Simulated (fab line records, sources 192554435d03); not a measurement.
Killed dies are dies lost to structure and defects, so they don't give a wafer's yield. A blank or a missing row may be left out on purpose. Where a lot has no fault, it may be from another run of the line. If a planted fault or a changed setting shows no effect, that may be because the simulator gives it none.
Comparing a struck lot with a sound one || flow n5-finfet || 29 steps out of a route of 1938
Sound: these wafers, L945.1, L945.4, L945.6. Struck: wafers L944.1, L944.6 (left out: L944.4, a lot-mate that was not struck); the cause follows at the end.
At each step with rows: each side's tool, then ch and its chambers, then its first start. Under that, the readings that differ: sound wafers || struck wafers || difference of the means || sigmas: that difference in standard deviations of wafers without a fault.
alike: readings whose means differ by less than 2 such deviations, and words and numbers that are the same on both sides. not compared: withheld readings, readings that some wafer has no value for, bounds like >300 that may hide the same value, and numbers for which the record gives no deviation and whose values overlap.
The two part at a step that has a row with sigmas, a row that says differs or no value, or rows on one side only. Numbers that have no deviation but don't overlap get no sigmas and don't part them. A reading that every wafer of one side lacks parts them only if that side has two wafers or more.

first, 9 steps without rows for these wafers: N5_BEOL_M0_SAQP_EXPOSE_37 (exposes mask M0 CUT1, target cd 30 nm); N5_BEOL_M0_SAQP_PEB_38 (peb time 60 s); N5_BEOL_M0_SAQP_DEVELOP_39 (develop time 30 s); N5_BEOL_M0_SAQP_DESCUM_45 (chemistry O2, time 7 s); N5_BEOL_M0_SAQP_ETCH_88 (etches underlayer in N2/H2, target depth 6.5 nm, time 5.2 s); N5_BEOL_M0_SAQP_ETCH_73 (etches SiARC in CF4, target depth 19.5 nm, time 32.5 s); N5_BEOL_M0_SAQP_CUT_ETCH_46 (etches SOC in N2/H2, target depth 135 nm, overetch 27 nm, time 202.5 s); N5_BEOL_M0_SAQP_STRIP_74 (strips in N2/H2); N5_BEOL_M0_SAQP_STRIP_89 (strips in N2/H2).
N5_BEOL_M0_SAQP_ALD_48: deposits SiO2, target thk 20 nm, pulse time 1 s, co reactant pulse time 1 s.
  sound on ald-sin-04 ch 0,1,2, day 9 04:26; struck on ald-sin-02 ch 0, day 9 02:05
{"reading": "ald-cycles", "sound": "139 139 139", "struck": "169 169", "difference": "+30", "sigmas": ""}
{"reading": "model.SiO2_of_BEOL_M0_SAQP_ALD_48.thk-nm (nm)", "sound": "19.8 20 20", "struck": "24.2 24.4", "difference": "+4.4", "sigmas": ""}
  alike: heater-power-outer-w, heater-power-w, precursor-pulse-height-rel
then, 15 steps without rows for these wafers: N5_BEOL_M0_SAQP_ETCH_49 (etches SiO2 in CF4/O2, target depth 37 nm); N5_BEOL_M0_SAQP_STRIP_75 (strips in CF4); N5_BEOL_M0_CUTY_COAT_50 (time 60 s, resist thk 15 nm); N5_BEOL_M0_CUTY_COAT_51 (resist thk 150 nm); N5_BEOL_M0_CUTY_EBR_52; N5_BEOL_M0_CUTY_SOFTBAKE_53 (time 60 s); N5_BEOL_M0_CUTY_EXPOSE_54 (exposes mask M0 ABLK); N5_BEOL_M0_CUTY_PEB_55 (peb time 60 s); N5_BEOL_M0_CUTY_DEVELOP_56 (develop time 30 s); N5_BEOL_M0_CUTY_DESCUM_61 (chemistry O2, time 7.9 s); N5_BEOL_M0_CUTY_ETCH_62 (etches SiARC in CF4, time 58.5 s); N5_BEOL_M0_CUTY_ETCH_63 (etches SOC in N2/H2, target depth 82.7 nm, overetch 16.5 nm, time 124 s); N5_BEOL_M0_CUTY_STRIP_64 (strips in N2/H2); N5_BEOL_M0_ETCH_138 (etches SiCN in CH3F/O2, target depth 12 nm, time 31.6 s); N5_BEOL_M0_HM_OPEN_105 (chemistry Cl2/BCl3, target TiN, target depth 12 nm).
N5_BEOL_M0_STRIP_140: strips in CF4.
  sound on rie-diel-05 ch 0,1,2, day 9 07:20; struck on rie-diel-05 ch 1,2, day 9 09:34
{"reading": "model.SiO2_of_BEOL_M0_SAQP_ALD_48.thk-nm (nm)", "sound": "12 11.2 12.2", "struck": "13.6 13.6", "difference": "+1.8", "sigmas": ""}
  alike: drypump-motor-current-A, oes-product-au, rf-vpp-V, showerhead-plenum-p-Torr, throttle-valve-pct
  not compared: rf-hours-counter-h
then, 1 step without rows for these wafers: N5_BEOL_M0_STRIP_104 (strips in N2/H2).
-- a jump in the record: the struck wafers' starts before and after are 2 days apart (it breaks off in module BEOL_M0 and resumes in module BEOL_M4, where the first step shown is number 1111 of the route) --
N5_BEOL_M4_RC_MEAS_101:
  sound on prober-02 ch 0, day 11 09:31; struck on prober-01 ch 0, day 11 11:40
  alike: DIBL_N, DIBL_P, IOFF_N, IOFF_P, ION_N, ION_P, SS_N, SS_P, VT_N, VT_P
N5_PASSIVATION_PROBE_49:
  the record holds rows for the sound wafers here (prober-02, day 16 03:42) but none for the struck ones

WHERE THEY PART
Only at N5_PASSIVATION_PROBE_49, within this record.

WHY: whatever the simulator had introduced
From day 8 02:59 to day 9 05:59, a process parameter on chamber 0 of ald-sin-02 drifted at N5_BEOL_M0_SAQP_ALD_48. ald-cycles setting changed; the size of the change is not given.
